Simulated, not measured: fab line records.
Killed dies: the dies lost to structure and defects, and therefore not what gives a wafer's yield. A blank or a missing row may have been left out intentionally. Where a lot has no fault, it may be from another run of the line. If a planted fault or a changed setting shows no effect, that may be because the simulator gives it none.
Chamber matching || flow n5 finfet || ald sin-01 running N5_SPACER0_ALD_08: 4 sister chambers
The step deposits SiNx, target thk 2 nm. 18 wafers are shown with their chamber, then 9 later ones without.

## EACH WAFER AND ITS CHAMBER
{"wafer": "L075.3", "chamber": 0, "heater power w (W)": 731}
{"wafer": "L075.5", "chamber": 0, "heater power w (W)": 723}
{"wafer": "L075.6", "chamber": 3, "heater power w (W)": 724}
{"wafer": "L076.1", "chamber": 0, "heater power w (W)": 724}
{"wafer": "L076.4", "chamber": 2, "heater power w (W)": 773}
{"wafer": "L076.5", "chamber": 0, "heater power w (W)": 724}
{"wafer": "L079.1", "chamber": 1, "heater power w (W)": 788}
{"wafer": "L079.4", "chamber": 2, "heater power w (W)": 793}
{"wafer": "L079.6", "chamber": 2, "heater power w (W)": 779}
{"wafer": "L082.2", "chamber": 0, "heater power w (W)": 694}
{"wafer": "L082.4", "chamber": 1, "heater power w (W)": 790}
{"wafer": "L082.5", "chamber": 3, "heater power w (W)": 741}
{"wafer": "L087.1", "chamber": 3, "heater power w (W)": 741}
{"wafer": "L087.2", "chamber": 2, "heater power w (W)": 768}
{"wafer": "L087.4", "chamber": 1, "heater power w (W)": 794}
{"wafer": "L090.1", "chamber": 2, "heater power w (W)": 775}
{"wafer": "L090.3", "chamber": 0, "heater power w (W)": 732}
{"wafer": "L090.5", "chamber": 3, "heater power w (W)": 721}

SIGNATURES (means of the wafers above)
{"reading": "heater power w", "chamber 0": 721.33, "chamber 1": 790.67, "chamber 2": 777.60, "chamber 3": 731.75, "scatter within a chamber": 11}
Rule: for each reading, subtract the chamber's mean from the wafer's reading, divide by that reading's scatter and square the result; add these up over the readings and take the root, which gives the wafer's distance from the chamber. The wafer belongs to the nearest chamber; if the next one is less than 2 further off, it can't be placed. How the scatter is found: for the shown wafers, subtract from each reading the mean of its chamber, square and add these, divide the total by (wafers less chambers), then take the root.

## WAFERS WITH NO CHAMBER GIVEN
{"wafer": "L091.1", "heater power w (W)": 780}
{"wafer": "L091.4", "heater power w (W)": 718}
{"wafer": "L091.5", "heater power w (W)": 718}
{"wafer": "L092.1", "heater power w (W)": 726}
{"wafer": "L092.3", "heater power w (W)": 774}
{"wafer": "L092.5", "heater power w (W)": 792}
{"wafer": "L093.3", "heater power w (W)": 711}
{"wafer": "L093.4", "heater power w (W)": 736}
{"wafer": "L093.6", "heater power w (W)": 785}

## WHICH CHAMBER EACH WENT THROUGH
{"wafer": "L091.1", "from the rows above": "can't be placed: 2 or 1", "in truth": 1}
{"wafer": "L091.4", "from the rows above": "can't be placed: 0 or 3", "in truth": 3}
{"wafer": "L091.5", "from the rows above": "can't be placed: 0 or 3", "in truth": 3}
{"wafer": "L092.1", "from the rows above": "can't be placed: 0 or 3", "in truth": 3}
{"wafer": "L092.3", "from the rows above": "can't be placed: 2 or 1", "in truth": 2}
{"wafer": "L092.5", "from the rows above": "can't be placed: 1 or 2", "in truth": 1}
{"wafer": "L093.3", "from the rows above": "can't be placed: 0 or 3", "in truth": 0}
{"wafer": "L093.4", "from the rows above": "can't be placed: 3 or 0", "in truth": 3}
{"wafer": "L093.6", "from the rows above": "can't be placed: 1 or 2", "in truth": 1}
Correct placement for 0 of the 9. Not placeable from these rows: 9 (in 9, the candidates include the true chamber). Placed wrongly: 0.
